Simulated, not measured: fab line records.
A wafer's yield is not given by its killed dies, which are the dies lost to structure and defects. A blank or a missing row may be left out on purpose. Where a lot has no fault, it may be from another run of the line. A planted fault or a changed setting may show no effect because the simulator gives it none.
fab line records -- flow n5Finfet
[record] lots = 7, wafers = 21
route steps=1938 shown BEOL_M9@1401 BEOL_M10@1494 BEOL_M11@1541 BEOL_M12@1639 BEOL_M13@1681
startH: start of the lot's first displayed wafer, in hours after the record's first day -- waitH: hours from the lot's prior step to this one -- " same as the row above -- L1.1+2: a row that stands for several wafers -- - value missing, or start not given -- * or withheld: withheld -- < > ~ a bound
route shown NAME@n: a module of which the file shows steps, and the number in the route of the first -- usual: the fault-free wafers' mean and standard deviation -- same: alike in all rows -- chamber/n: place in a boat -- sites: each site's reading -- _std_site: the values' standard deviation -- _edge_site: mean of outer sites minus mean of inner sites -- radiusMm: how far each site lies from the wafer's centre -- mask NAME#n: copy n -- behind: the tool/chamber that last shaped the wafer -- hold: what put the lot on hold/how long, in hours/how the hold closed -- device: the transistor (n, p or np) that didn't switch -- end of line: tests run on the same wafers once the route is complete -- a step given without rows: its recipe and nothing more -- killed: the dies lost at the first sort to structure and to defects; this is not the yield of the wafer -- map: shows each die of a wafer: x if killed, . if not, _ if none is there
set.NAME: the setting that was run; set.NAME@STEP: the one run at that earlier step -- model.NAME: the simulator's own value behind a step, which no gauge read
lots where settings were altered on purpose, with a table for each step and a row for each wafer
[[steps]]
[step N5_BEOL_M9_ILD_DEP_00]
[recipe] material = SiCOH_lowk, targetThkA = 3085.1, tempC = 300, precursor = DEMS/porogen, pressureTorr = 5, rfW = 500, timeS = 58
lot.wafer,tool,chamber,startH,waitH,set.timeS,model.SiCOH_lowk_of_BEOL_M9_ILD_DEP_00.thkNm
L074.2,pecvd-03,1,199.98,0.0,58,304
L074.4,pecvd-03,2,199.98,0.0,58,312.8
L074.6,pecvd-03,1,199.98,0.0,58,306.6
L075.2,pecvd-01,0,218.28,0.0,58,307.8
L075.5,pecvd-01,0,218.28,0.0,58,316.2
L075.6,pecvd-01,2,218.28,0.0,58,315.4
L080.1+4,pecvd-01,"0,2",257.89,0.0,58,310.8
L080.5,pecvd-01,0,257.89,0.0,58,313.2
L086.2,pecvd-03,1,301.41,0.0,58,308.2
L086.4,pecvd-03,2,301.41,0.0,58,309.6
L086.5,pecvd-03,0,301.41,0.0,58,311.8
L087.1,pecvd-03,0,308.77,0.3,58,301.4
L087.2,pecvd-03,2,308.77,0.3,61.39,317.6
L087.6,pecvd-03,1,308.77,0.3,58,310.6
L095.1,pecvd-02,1,344.60,0.0,58,305.4
L095.2,pecvd-02,2,344.60,0.0,51.45,268
L095.4,pecvd-02,0,344.60,0.0,58,307.8
L096.1,pecvd-03,0,374.27,0.0,63.44,329.8
L096.2,pecvd-03,2,374.27,0.0,58,304.2
L096.4,pecvd-03,2,374.27,0.0,63.44,334.8
[step N5_BEOL_M9_CURE_71]
[recipe] tempC = 385, timeS = 240, ambient = He/Ar, material = SiCOH_lowk
lot.wafer,tool,chamber,startH,waitH,set.timeS@BEOL_M9_ILD_DEP_00,model.SiCOH_lowk_of_BEOL_M9_ILD_DEP_00.thkNm
L074.2,uvCure-02,0,200.13,0.1,58,264
L074.4,uvCure-02,0,200.13,0.1,58,271.8
L074.6,uvCure-02,0,200.13,0.1,58,266.4
L075.2,uvCure-01,2,218.51,0.2,58,267.2
L075.5,uvCure-01,2,218.51,0.2,58,274.8
L075.6,uvCure-01,2,218.51,0.2,58,274.2
L080.1+4,uvCure-01,1,257.97,0.0,58,270
L080.5,uvCure-01,1,257.97,0.0,58,272.2
L086.2,uvCure-03,1,301.57,0.1,58,267.8
L086.4,uvCure-03,1,301.57,0.1,58,269
L086.5,uvCure-03,1,301.57,0.1,58,270.8
L087.1,uvCure-01,1,308.85,0.0,58,261.6
L087.2,uvCure-01,1,308.85,0.0,61.39,276
L087.6,uvCure-01,1,308.85,0.0,58,269.8
L095.1,uvCure-03,2,344.67,0.0,58,265.2
L095.2,uvCure-03,2,344.67,0.0,51.45,232.2
L095.4,uvCure-03,2,344.67,0.0,58,267.4
L096.1,uvCure-02,1,374.34,0.0,63.44,286.8
L096.2,uvCure-02,1,374.34,0.0,58,264.2
L096.4,uvCure-02,1,374.34,0.0,63.44,291.4
[step N5_BEOL_M9_THK_MEAS_01]
[recipe] reads = SiCOH_lowk_of_BEOL_M9_ILD_DEP_00
[usual] M9_ILD_THK = 268/3.4
lot.wafer,tool,chamber,startH,waitH,set.timeS@BEOL_M9_ILD_DEP_00,M9_ILD_THK[nm]
L074.2,filmMetro-02,-,200.57,0.4,58,264
L074.4,filmMetro-02,-,200.57,0.4,58,272
L074.6,filmMetro-02,-,200.57,0.4,58,266
L075.2,filmMetro-02,-,219.35,0.7,58,268
L075.5,filmMetro-02,-,219.35,0.7,58,275
L075.6,filmMetro-02,-,219.35,0.7,58,274
L080.1,filmMetro-02,-,258.48,0.4,58,270
L080.4,filmMetro-02,-,258.48,0.4,58,270
L080.5,filmMetro-02,-,258.48,0.4,58,272
L086.2,filmMetro-01,-,302.00,0.4,58,268
L086.4,filmMetro-01,-,302.00,0.4,58,269
L086.5,filmMetro-01,-,302.00,0.4,58,271
L087.1,filmMetro-01,-,309.36,0.4,58,262
L087.2,filmMetro-01,-,309.36,0.4,61.39,276
L087.6,filmMetro-01,-,309.36,0.4,58,270
L095.1,filmMetro-01,-,345.19,0.4,58,265
L095.2,filmMetro-01,-,345.19,0.4,51.45,232
L095.4,filmMetro-01,-,345.19,0.4,58,267
L096.1,filmMetro-02,-,374.86,0.4,63.44,287
L096.2,filmMetro-02,-,374.86,0.4,58,264
L096.4,filmMetro-02,-,374.86,0.4,63.44,291
[step N5_BEOL_M9_ETCH_65]
[recipe] chemistry = CF4, target = SiARC, targetDepthA = 156, maskMaterial = CAR-EUV, timeS = 26, ionEnergyEv = 80, pressureMtorr = 40, sourceW = 545, biasW = 36, Ar_flow_sccm = 100, cf4FlowSccm = 100, ends = cleared
[usual] rfVppV = 184.2/1.1
lot.wafer,tool,chamber,startH,waitH,set.biasW,rfVppV
L074.2,rieDiel-06,1,203.06,0.0,36,185.4
L074.4,rieDiel-06,0,203.06,0.0,36,183.7
L074.6,rieDiel-06,2,203.06,0.0,36,184.1
L075.2,rieDiel-03,2,227.40,0.0,31.16,168.6
L075.5,rieDiel-03,3,227.40,0.0,31.16,167.3
L075.6,rieDiel-03,0,227.40,0.0,31.16,167.3
L080.1,rieDiel-06,2,263.60,0.0,36,185.3
L080.4,rieDiel-06,1,263.60,0.0,36,186.1
L080.5,rieDiel-06,0,263.60,0.0,36,184.5
L086.2,rieDiel-05,1,305.89,0.0,36,182.2
L086.4,rieDiel-05,2,305.89,0.0,36,184.4
L086.5,rieDiel-05,0,305.89,0.0,30.33,165.2
L087.1,rieDiel-03,0,312.10,0.0,36,183.0
L087.2,rieDiel-03,3,312.10,0.0,36,184.2
L087.6,rieDiel-03,3,312.10,0.0,36,184.0
L095.1,rieDiel-05,1,350.02,0.0,36,185.7
L095.2,rieDiel-05,2,350.02,0.0,36,185.5
L095.4,rieDiel-05,0,350.02,0.0,36,184.8
L096.1,rieDiel-06,1,379.73,0.0,36,186.0
L096.2,rieDiel-06,2,379.73,0.0,36,183.7
L096.4,rieDiel-06,3,379.73,0.0,41.52,200.9
[step N5_BEOL_M9_TRENCH_ETCH_37]
[recipe] chemistry = C4F6/O2, targetDepthA = 1514.3, target = SiCOH_lowk, timeS = 49, ionEnergyEv = 250, pressureMtorr = 30, sourceW = 345, biasW = 185, Ar_flow_sccm = 300, C4F6_flow_sccm = 10, O2_flow_sccm = 10
[usual] rfVppV = 665/7
lot.wafer,tool,chamber,startH,waitH,set.biasW,rfVppV
L074.2,rieDiel-06,1,-,-,185,670
L074.4,rieDiel-06,0,-,-,185,658
L074.6,rieDiel-06,2,-,-,185,665
L075.2,rieDiel-03,2,-,-,185,670
L075.5,rieDiel-03,3,-,-,212.6,733
L075.6,rieDiel-03,0,-,-,212.6,736
L080.1,rieDiel-06,2,-,-,185,665
L080.4,rieDiel-06,1,-,-,185,671
L080.5,rieDiel-06,0,-,-,185,659
L086.2,rieDiel-05,1,-,-,185,671
L086.4,rieDiel-05,2,-,-,185,662
L086.5,rieDiel-05,0,-,-,206.2,718
L087.1,rieDiel-03,0,-,-,185,659
L087.2,rieDiel-03,3,-,-,185,656
L087.6,rieDiel-03,3,-,-,185,654
L095.1,rieDiel-05,1,-,-,185,670
L095.2,rieDiel-05,2,-,-,185,662
L095.4,rieDiel-05,0,-,-,185,656
L096.1,rieDiel-06,1,-,-,211.6,743
L096.2,rieDiel-06,2,-,-,185,665
L096.4,rieDiel-06,3,-,-,211.6,735
[step N5_BEOL_M10_COAT_63]
[recipe] resist = SOC, tempC = 250, timeS = 60, spinRpm = 1500, resistThkNm = 100
lot.wafer,tool,chamber,startH,waitH,set.spinRpm,model.SOC_of_BEOL_M10_COAT_63.thkNm
L074.2+4+6,lithoTrack-05,0,208.81,0.3,1500,99.8
L075.2+6,lithoTrack-02,0,237.16,2.4,1500,100.2
L075.5,lithoTrack-02,0,237.16,2.4,1445,102
L080.1+4,lithoTrack-02,0,270.18,0.5,1562,98
L080.5,lithoTrack-02,0,270.18,0.5,1500,100
L086.2+5,lithoTrack-04,0,312.58,0.8,1500,99.8
L086.4,lithoTrack-04,0,312.58,0.8,1500,100.2
L087.1+6,lithoTrack-05,0,318.02,0.3,1500,100
L087.2,lithoTrack-05,0,318.02,0.3,1582,97.2
L095.1,lithoTrack-05,0,359.02,2.4,1447,102
L095.2,lithoTrack-05,0,359.02,2.4,1500,99.8
L095.4,lithoTrack-05,0,359.02,2.4,1500,100
L096.1,lithoTrack-05,0,387.32,1.0,1500,100.2
L096.2,lithoTrack-05,0,387.32,1.0,1602,97.2
L096.4,lithoTrack-05,0,387.32,1.0,1500,100.4
[step N5_BEOL_M10_COAT_64]
[recipe] resist = SiARC, tempC = 220, timeS = 60, spinRpm = 1500, resistThkNm = 30
[step N5_BEOL_M10_COAT_22]
[recipe] resist = CAR-ArF, spinRpm = 1500, resistThkNm = 90
[step N5_BEOL_M10_DESCUM_33]
[recipe] chemistry = O2, timeS = 7.9, sourcePowerW = 50, biasPowerW = 20, pressureMtorr = 20, rfFrequencyHz = 2.712e+07, tempC = 40, resist = CAR-ArF, o2FlowSccm = 225
[step N5_BEOL_M10_ETCH_65]
[recipe] chemistry = CF4, target = SiARC, targetDepthA = 390, maskMaterial = CAR-ArF, timeS = 65, ionEnergyEv = 80, pressureMtorr = 40, sourceW = 545, biasW = 36, Ar_flow_sccm = 100, cf4FlowSccm = 100, ends = cleared
[step N5_BEOL_M10_ETCH_66]
[recipe] chemistry = N2/H2, target = SOC, targetDepthA = 1200, overetchA = 240, maskMaterial = SiARC, tempC = 40, timeS = 180, ionEnergyEv = 200, pressureMtorr = 30, sourceW = 840, biasW = 150, n2FlowSccm = 200, h2FlowSccm = 200
lot.wafer,tool,chamber,startH,waitH,set.spinRpm@BEOL_M10_COAT_63,model.etch.depthNm
L074.2,rieDiel-02,1,209.24,0.0,1500,99.85
L074.4,rieDiel-02,3,209.24,0.0,1500,99.73
L074.6,rieDiel-02,2,209.24,0.0,1500,99.86
L075.2,rieDiel-02,1,237.71,0.0,1500,100.2
L075.5,rieDiel-02,2,237.71,0.0,1445,102
L075.6,rieDiel-02,3,237.71,0.0,1500,100.1
L080.1,rieDiel-02,3,270.97,0.0,1562,97.94
L080.4,rieDiel-02,2,270.97,0.0,1562,98.06
L080.5,rieDiel-02,3,270.97,0.0,1500,100
L086.2,rieDiel-01,1,313.87,0.0,1500,99.88
L086.4,rieDiel-01,0,313.87,0.0,1500,100.2
L086.5,rieDiel-01,3,313.87,0.0,1500,99.72
L087.1+6,rieDiel-01,1,318.44,0.0,1500,99.91
L087.2,rieDiel-01,0,318.44,0.0,1582,97.15
L095.1,rieDiel-01,2,360.40,0.0,1447,102.1
L095.2,rieDiel-01,1,360.40,0.0,1500,99.83
L095.4,rieDiel-01,0,360.40,0.0,1500,100.1
L096.1,rieDiel-01,3,387.97,0.0,1500,100.2
L096.2,rieDiel-01,2,387.97,0.0,1602,97.27
L096.4,rieDiel-01,0,387.97,0.0,1500,100.4
[step N5_BEOL_M10_STRIP_69]
[recipe] chemistry = N2/H2, tempC = 40, n2FlowSccm = 200, h2FlowSccm = 200, rfFrequencyHz = 6e+07
[step N5_BEOL_M10_VIA_ETCH_34]
[recipe] chemistry = C4F6/O2, target = SiCOH_lowk, targetDepthA = 1845, maskMaterial = SOC, taperDeg = 4, timeS = 69.2, ionEnergyEv = 250, pressureMtorr = 30, sourceW = 345, biasW = 185, Ar_flow_sccm = 300, C4F6_flow_sccm = 10, O2_flow_sccm = 10
lot.wafer,tool,chamber,startH,waitH,set.spinRpm@BEOL_M10_COAT_63,model.SOC_of_BEOL_M10_COAT_63.thkNm
L074.2,rieDiel-02,1,209.36,0.0,1500,91.8
L074.4+6,rieDiel-02,"3,2",209.36,0.0,1500,92
L075.2,rieDiel-02,1,237.83,0.0,1500,92
L075.5,rieDiel-02,2,237.83,0.0,1445,94
L075.6,rieDiel-02,3,237.83,0.0,1500,92.2
L080.1+4,rieDiel-02,"3,2",271.10,0.0,1562,90
L080.5,rieDiel-02,3,271.10,0.0,1500,92.2
L086.2+5,rieDiel-01,"1,3",313.99,0.0,1500,91.8
L086.4,rieDiel-01,0,313.99,0.0,1500,92.2
L087.1+6,rieDiel-01,1,318.56,0.0,1500,92
L087.2,rieDiel-01,0,318.56,0.0,1582,89.2
L095.1,rieDiel-01,2,360.53,0.0,1447,94
L095.2,rieDiel-01,1,360.53,0.0,1500,91.8
L095.4,rieDiel-01,0,360.53,0.0,1500,92.2
L096.1,rieDiel-01,3,388.10,0.0,1500,92.2
L096.2,rieDiel-01,2,388.10,0.0,1602,89.2
L096.4,rieDiel-01,0,388.10,0.0,1500,92.4
[step N5_BEOL_M11_COAT_59]
[recipe] resist = SOC, tempC = 250, timeS = 60, spinRpm = 1500, resistThkNm = 100
lot.wafer,tool,chamber,startH,waitH,set.spinRpm,model.SOC_of_BEOL_M11_COAT_59.thkNm
L074.2,lithoTrack-02,0,215.62,0.1,1500,99.8
L074.4+6,lithoTrack-02,0,215.62,0.1,1500,100
L075.2,lithoTrack-01,0,242.48,0.1,1644,94.6
L075.5,lithoTrack-01,0,242.48,0.1,1500,99.2
L075.6,lithoTrack-01,0,242.48,0.1,1644,94.8
L080.1+5,lithoTrack-03,0,276.38,0.1,1543,99
L080.4,lithoTrack-03,0,276.38,0.1,1543,98.8
L086.2,lithoTrack-03,0,319.52,0.1,1500,100
L086.4,lithoTrack-03,0,319.52,0.1,1376,104.8
L086.5,lithoTrack-03,0,319.52,0.1,1376,104.6
L087.1+2,lithoTrack-01,0,322.73,0.1,1500,100.4
L087.6,lithoTrack-01,0,322.73,0.1,1389,104.6
L095.1,lithoTrack-02,0,366.21,0.1,1500,100.2
L095.2,lithoTrack-02,0,366.21,0.1,1439,102.2
L095.4,lithoTrack-02,0,366.21,0.1,1500,99.8
L096.1,lithoTrack-02,0,392.68,0.1,1500,100.2
L096.2,lithoTrack-02,0,392.68,0.1,1500,100
L096.4,lithoTrack-02,0,392.68,0.1,1500,99.6
[step N5_BEOL_M11_COAT_60]
[recipe] resist = SiARC, tempC = 220, timeS = 60, spinRpm = 1500, resistThkNm = 30
[step N5_BEOL_M11_COAT_05]
[recipe] resist = CAR-ArF, spinRpm = 1500, resistThkNm = 90
[step N5_BEOL_M11_DESCUM_16]
[recipe] chemistry = O2, timeS = 7.9, sourcePowerW = 50, biasPowerW = 20, pressureMtorr = 20, rfFrequencyHz = 2.712e+07, tempC = 40, resist = CAR-ArF, o2FlowSccm = 225
[step N5_BEOL_M11_ETCH_61]
[recipe] chemistry = CF4, target = SiARC, targetDepthA = 390, maskMaterial = CAR-ArF, timeS = 65, ionEnergyEv = 80, pressureMtorr = 40, sourceW = 545, biasW = 36, Ar_flow_sccm = 100, cf4FlowSccm = 100, ends = cleared
[step N5_BEOL_M11_ETCH_62]
[recipe] chemistry = N2/H2, target = SOC, targetDepthA = 1100, overetchA = 220, maskMaterial = SiARC, tempC = 40, timeS = 165, ionEnergyEv = 200, pressureMtorr = 30, sourceW = 840, biasW = 150, n2FlowSccm = 200, h2FlowSccm = 200
lot.wafer,tool,chamber,startH,waitH,set.spinRpm@BEOL_M11_COAT_59,model.etch.depthNm
L074.2,rieDiel-06,1,216.25,0.0,1500,99.77
L074.4,rieDiel-06,3,216.25,0.0,1500,100
L074.6,rieDiel-06,2,216.25,0.0,1500,100.1
L075.2,rieDiel-05,3,242.91,0.0,1644,94.68
L075.5,rieDiel-05,0,242.91,0.0,1500,99.2
L075.6,rieDiel-05,1,242.91,0.0,1644,94.77
L080.1,rieDiel-05,1,276.93,0.0,1543,98.91
L080.4,rieDiel-05,0,276.93,0.0,1543,98.82
L080.5,rieDiel-05,2,276.93,0.0,1543,99.05
L086.2,rieDiel-03,2,320.07,0.0,1500,100.1
L086.4,rieDiel-03,1,320.07,0.0,1376,104.8
L086.5,rieDiel-03,0,320.07,0.0,1376,104.5
L087.1,rieDiel-05,3,323.28,0.0,1500,100.3
L087.2,rieDiel-05,1,323.28,0.0,1500,100.5
L087.6,rieDiel-05,1,323.28,0.0,1389,104.6
L095.1,rieDiel-06,3,366.63,0.0,1500,100.2
L095.2,rieDiel-06,2,366.63,0.0,1439,102.2
L095.4,rieDiel-06,1,366.63,0.0,1500,99.85
L096.1,rieDiel-03,0,393.22,0.0,1500,100.2
L096.2,rieDiel-03,2,393.22,0.0,1500,99.9
L096.4,rieDiel-03,3,393.22,0.0,1500,99.7
[step N5_BEOL_M11_STRIP_68]
[recipe] chemistry = N2/H2, tempC = 40, n2FlowSccm = 200, h2FlowSccm = 200, rfFrequencyHz = 6e+07
[step N5_BEOL_M11_STRIP_67]
[recipe] chemistry = CF4, resist = SiARC, powerW = 300, biasPowerW = 75, pressureMtorr = 50, cf4FlowSccm = 150, rfFrequencyHz = 6e+07
[step N5_BEOL_M11_HM_OPEN_17]
[recipe] chemistry = Cl2/BCl3, targetDepthA = 200, overetchA = 60, target = TiN, maskMaterial = SOC, ionEnergyEv = 150, pressureMtorr = 10, icpW = 1000, biasW = 126, Cl2_flow_sccm = 53.25, bcl3FlowSccm = 21.75, Ar_flow_sccm = 25
lot.wafer,tool,chamber,startH,waitH,set.spinRpm@BEOL_M11_COAT_59,model.SOC_of_BEOL_M11_COAT_59.thkNm
L074.2+4+6,rieMetal-03,"0,1,1",216.44,0.0,1500,92
L075.2+6,rieMetal-02,0,243.10,0.0,1644,86.8
L075.5,rieMetal-02,1,243.10,0.0,1500,91.2
L080.1+4,rieMetal-03,"1,0",277.12,0.0,1543,91
L080.5,rieMetal-03,1,277.12,0.0,1543,91.2
L086.2,rieMetal-03,0,320.25,0.0,1500,92.4
L086.4,rieMetal-03,0,320.25,0.0,1376,97
L086.5,rieMetal-03,0,320.25,0.0,1376,96.8
L087.1+2,rieMetal-01,"0,1",323.46,0.0,1500,92.4
L087.6,rieMetal-01,1,323.46,0.0,1389,96.6
L095.1,rieMetal-03,1,366.82,0.0,1500,92.2
L095.2,rieMetal-03,0,366.82,0.0,1439,94.4
L095.4,rieMetal-03,1,366.82,0.0,1500,91.8
L096.1,rieMetal-02,1,393.41,0.0,1500,92.4
L096.2,rieMetal-02,0,393.41,0.0,1500,92
L096.4,rieMetal-02,0,393.41,0.0,1500,91.8
[step N5_BEOL_M12_TRENCH_ETCH_34]
[recipe] chemistry = C4F8/O2/Ar, target = SiOC, targetDepthA = 3189.5, maskMaterial = SOC, pressureMtorr = 30, sourceW = 3000, biasW = 700, Ar_flow_sccm = 400, C4F8_flow_sccm = 15, O2_flow_sccm = 8, heInnerTorr = 15, heOuterTorr = 30, timeS = 125.5, ionEnergyEv = 250
lot.wafer,tool,chamber,startH,waitH,set.timeS,model.etch.depthNm
L074.2,rieDiel-02,0,224.76,0.0,125.5,315.4
L074.4,rieDiel-02,3,224.76,0.0,125.5,310
L074.6,rieDiel-02,3,224.76,0.0,125.5,310.3
L075.2,rieDiel-04,1,253.26,0.0,125.5,322.4
L075.5,rieDiel-04,3,253.26,0.0,125.5,320.8
L075.6,rieDiel-04,0,253.26,0.0,125.5,313.3
L080.1,rieDiel-01,2,284.96,0.0,125.5,317.6
L080.4,rieDiel-01,3,284.96,0.0,125.5,319.5
L080.5,rieDiel-01,2,284.96,0.0,125.5,318.5
L086.2,rieDiel-04,3,327.43,0.0,125.5,317.8
L086.4,rieDiel-04,1,327.43,0.0,125.5,321
L086.5,rieDiel-04,0,327.43,0.0,125.5,318.7
L087.1,rieDiel-02,0,330.62,0.0,125.5,320.5
L087.2,rieDiel-02,1,330.62,0.0,125.5,315.7
L087.6,rieDiel-02,2,330.62,0.0,102.2,256.6
L095.1,rieDiel-02,1,375.92,0.0,125.5,318.5
L095.2,rieDiel-02,2,375.92,0.0,125.5,316.7
L095.4,rieDiel-02,3,375.92,0.0,125.5,306.7
L096.1,rieDiel-01,3,400.94,0.0,116.4,299.6
L096.2,rieDiel-01,1,400.94,0.0,116.4,296.6
L096.4,rieDiel-01,0,400.94,0.0,125.5,315.4
[step N5_BEOL_M12_STRIP_70]
[recipe] chemistry = C4F8/O2/Ar, resist = SiARC, rfFrequencyHz = 6e+07
[step N5_BEOL_M12_OCD_MEAS_35]
[usual] trenchDepthNm = 318/4.3
lot.wafer,tool,chamber,startH,waitH,set.timeS@BEOL_M12_TRENCH_ETCH_34,trenchDepthNm
L074.2,ocd-01,-,224.92,0.0,125.5,316
L074.4,ocd-01,-,224.92,0.0,125.5,310
L074.6,ocd-01,-,224.92,0.0,125.5,310
L075.2,ocd-02,-,253.41,0.0,125.5,323
L075.5,ocd-02,-,253.41,0.0,125.5,321
L075.6,ocd-02,-,253.41,0.0,125.5,313
L080.1,ocd-01,-,285.11,0.0,125.5,318
L080.4,ocd-01,-,285.11,0.0,125.5,319
L080.5,ocd-01,-,285.11,0.0,125.5,318
L086.2,ocd-01,-,327.59,0.0,125.5,317
L086.4,ocd-01,-,327.59,0.0,125.5,321
L086.5,ocd-01,-,327.59,0.0,125.5,319
L087.1,ocd-02,-,330.77,0.0,125.5,320
L087.2,ocd-02,-,330.77,0.0,125.5,316
L087.6,ocd-02,-,330.77,0.0,102.2,257
L095.1,ocd-01,-,376.08,0.0,125.5,319
L095.2,ocd-01,-,376.08,0.0,125.5,316
L095.4,ocd-01,-,376.08,0.0,125.5,307
L096.1,ocd-01,-,401.09,0.0,116.4,299
L096.2,ocd-01,-,401.09,0.0,116.4,297
L096.4,ocd-01,-,401.09,0.0,125.5,315
[step N5_BEOL_M12_SPUTTER_45]
[recipe] material = Cu, targetThkA = 800, tempC = -20, biasV = 60, powerW = 26000, chamberPressurePa = 0.13, timeS = 13.33
lot.wafer,tool,chamber,startH,waitH,set.timeS
L074.2+4+6,pvdSputter-02,-,228.19,0.0,13.33
L075.2+6,pvdSputter-03,-,255.11,0.0,13.33
L075.5,pvdSputter-03,-,255.11,0.0,12.75
L080.1+4+5,pvdSputter-03,-,286.11,0.0,13.33
L086.2+4+5,pvdSputter-03,-,328.62,0.0,13.33
L087.1+2,pvdSputter-03,-,333.66,0.0,12.74
L087.6,pvdSputter-03,-,333.66,0.0,13.33
L095.1+2+4,pvdSputter-02,-,377.39,0.0,13.33
L096.1+2+4,pvdSputter-03,-,403.60,0.0,13.33
[step N5_BEOL_M12_ECD_47]
[recipe] material = Cu, targetThkA = 7200
[step N5_BEOL_M12_ANNEAL_48]
[recipe] tempC = 225, timeS = 90, ambient = N2
[step N5_BEOL_M12_PRE_CLEAN_52]
[recipe] gas = NH3, timeS = 15, tempC = withheld, rfPowerW = 300
[step N5_BEOL_M12_DEP_53]
[recipe] material = SiCN, targetThkA = 300, tempC = withheld, precursor = 3MS/NH3, pressureTorr = 3, rfW = 675, timeS = 10.5
[step N5_BEOL_M12_RS_MEAS_54]
[recipe] thkMeasGauge = four-point-probe, reads = Cu_of_BEOL_M12_ECD_47+Ta_of_BEOL_M12_SPUTTER_44+TaN_of_BEOL_M12_SPUTTER_43
[usual] M12_RS = 0.0603/0.00086
lot.wafer,tool,chamber,startH,waitH,set.timeS@BEOL_M12_TRENCH_ETCH_34,M12_RS[ohm/sq]
L074.2,filmMetro-01,-,229.20,0.1,125.5,0.0607
L074.4,filmMetro-01,-,229.20,0.1,125.5,0.0620
L074.6,filmMetro-01,-,229.20,0.1,125.5,0.0617
L075.2,filmMetro-01,-,256.09,0.0,125.5,0.0593
L075.5,filmMetro-01,-,256.09,0.0,125.5,0.0596
L075.6,filmMetro-01,-,256.09,0.0,125.5,0.0613
L080.1,filmMetro-02,-,287.08,0.0,125.5,0.0606
L080.4,filmMetro-02,-,287.08,0.0,125.5,0.0601
L080.5,filmMetro-02,-,287.08,0.0,125.5,0.0602
L086.2,filmMetro-02,-,329.61,0.0,125.5,0.0602
L086.4,filmMetro-02,-,329.61,0.0,125.5,0.0595
L086.5,filmMetro-02,-,329.61,0.0,125.5,0.0599
L087.1,filmMetro-02,-,334.64,0.0,125.5,0.0598
L087.2,filmMetro-02,-,334.64,0.0,125.5,0.0605
L087.6,filmMetro-02,-,334.64,0.0,102.2,0.0757
L095.1,filmMetro-01,-,378.37,0.0,125.5,0.0604
L095.2,filmMetro-01,-,378.37,0.0,125.5,0.0603
L095.4,filmMetro-01,-,378.37,0.0,125.5,0.0624
L096.1,filmMetro-01,-,404.61,0.1,116.4,0.0648
L096.2,filmMetro-01,-,404.61,0.1,116.4,0.0650
L096.4,filmMetro-01,-,404.61,0.1,125.5,0.0613
[step N5_BEOL_M13_COAT_66]
[recipe] resist = SiARC, tempC = 220, timeS = 60, spinRpm = 1500, resistThkNm = 110
lot.wafer,tool,chamber,startH,waitH,set.spinRpm,model.SiARC_of_BEOL_M13_COAT_66.thkNm
L074.2+4,lithoTrack-02,0,-,-,1500,110
L074.6,lithoTrack-02,0,-,-,1500,110.2
L075.2,lithoTrack-05,0,-,-,1500,110.2
L075.5,lithoTrack-05,0,-,-,1542,108.4
L075.6,lithoTrack-05,0,-,-,1542,108.2
L080.1+5,lithoTrack-02,0,-,-,1500,110.4
L080.4,lithoTrack-02,0,-,-,1564,107.8
L086.2,lithoTrack-02,0,-,-,1373,115.2
L086.4,lithoTrack-02,0,-,-,1373,115
L086.5,lithoTrack-02,0,-,-,1500,110
L087.1,lithoTrack-03,0,-,-,1500,110.2
L087.2,lithoTrack-03,0,-,-,1500,109.8
L087.6,lithoTrack-03,0,-,-,1500,110.6
L095.1,lithoTrack-05,0,-,-,1500,111
L095.2+4,lithoTrack-05,0,-,-,1446,112.8
L096.1,lithoTrack-02,0,-,-,1500,109.8
L096.2,lithoTrack-02,0,-,-,1500,110.2
L096.4,lithoTrack-02,0,-,-,1500,110.4
[[key]]
[split] step = N5_BEOL_M9_ILD_DEP_00, setting = timeS, stated = 58, by = wafer
[response] step = N5_BEOL_M9_ILD_DEP_00, reading = model.SiCOH_lowk_of_BEOL_M9_ILD_DEP_00.thkNm, change = +3.07, per = 1%, r = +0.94
[response] step = N5_BEOL_M9_CURE_71, reading = model.SiCOH_lowk_of_BEOL_M9_ILD_DEP_00.thkNm, change = +2.72, per = 1%, r = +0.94
[response] step = N5_BEOL_M9_THK_MEAS_01, reading = M9_ILD_THK, change = +2.71, per = 1%, r = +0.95
[split] step = N5_BEOL_M9_ETCH_65, setting = biasW, stated = 36, by = wafer
[response] step = N5_BEOL_M9_ETCH_65, reading = rfVppV, change = +1.1, per = 1%, r = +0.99
[split] step = N5_BEOL_M9_TRENCH_ETCH_37, setting = biasW, stated = 185, by = wafer
[response] step = N5_BEOL_M9_TRENCH_ETCH_37, reading = rfVppV, change = +4.7, per = 1%, r = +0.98
[split] step = N5_BEOL_M10_COAT_63, setting = spinRpm, stated = 1500, by = wafer
[response] step = N5_BEOL_M10_COAT_63, reading = model.SOC_of_BEOL_M10_COAT_63.thkNm, change = -0.492, per = 1%, r = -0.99
[response] step = N5_BEOL_M10_ETCH_66, reading = model.etch.depthNm, change = -0.489, per = 1%, r = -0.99
[response] step = N5_BEOL_M10_VIA_ETCH_34, reading = model.SOC_of_BEOL_M10_COAT_63.thkNm, change = -0.5, per = 1%, r = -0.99
[split] step = N5_BEOL_M11_COAT_59, setting = spinRpm, stated = 1500, by = wafer
[response] step = N5_BEOL_M11_COAT_59, reading = model.SOC_of_BEOL_M11_COAT_59.thkNm, change = -0.527, per = 1%, r = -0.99
[response] step = N5_BEOL_M11_ETCH_62, reading = model.etch.depthNm, change = -0.521, per = 1%, r = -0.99
[response] step = N5_BEOL_M11_HM_OPEN_17, reading = model.SOC_of_BEOL_M11_COAT_59.thkNm, change = -0.519, per = 1%, r = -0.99
[split] step = N5_BEOL_M12_TRENCH_ETCH_34, setting = timeS, stated = 125.5, by = wafer
[response] step = N5_BEOL_M12_TRENCH_ETCH_34, reading = model.etch.depthNm, change = +3.19, per = 1%, r = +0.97
[response] step = N5_BEOL_M12_OCD_MEAS_35, reading = trenchDepthNm, change = +3.17, per = 1%, r = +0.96
[response] step = N5_BEOL_M12_RS_MEAS_54, reading = M12_RS, change = -0.000789, per = 1%, r = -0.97
[split] step = N5_BEOL_M12_SPUTTER_45, setting = timeS, stated = 13.33, by = wafer
response none clear
[split] step = N5_BEOL_M13_COAT_66, setting = spinRpm, stated = 1500, by = wafer
[response] step = N5_BEOL_M13_COAT_66, reading = model.SiARC_of_BEOL_M13_COAT_66.thkNm, change = -0.597, per = 1%, r = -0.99
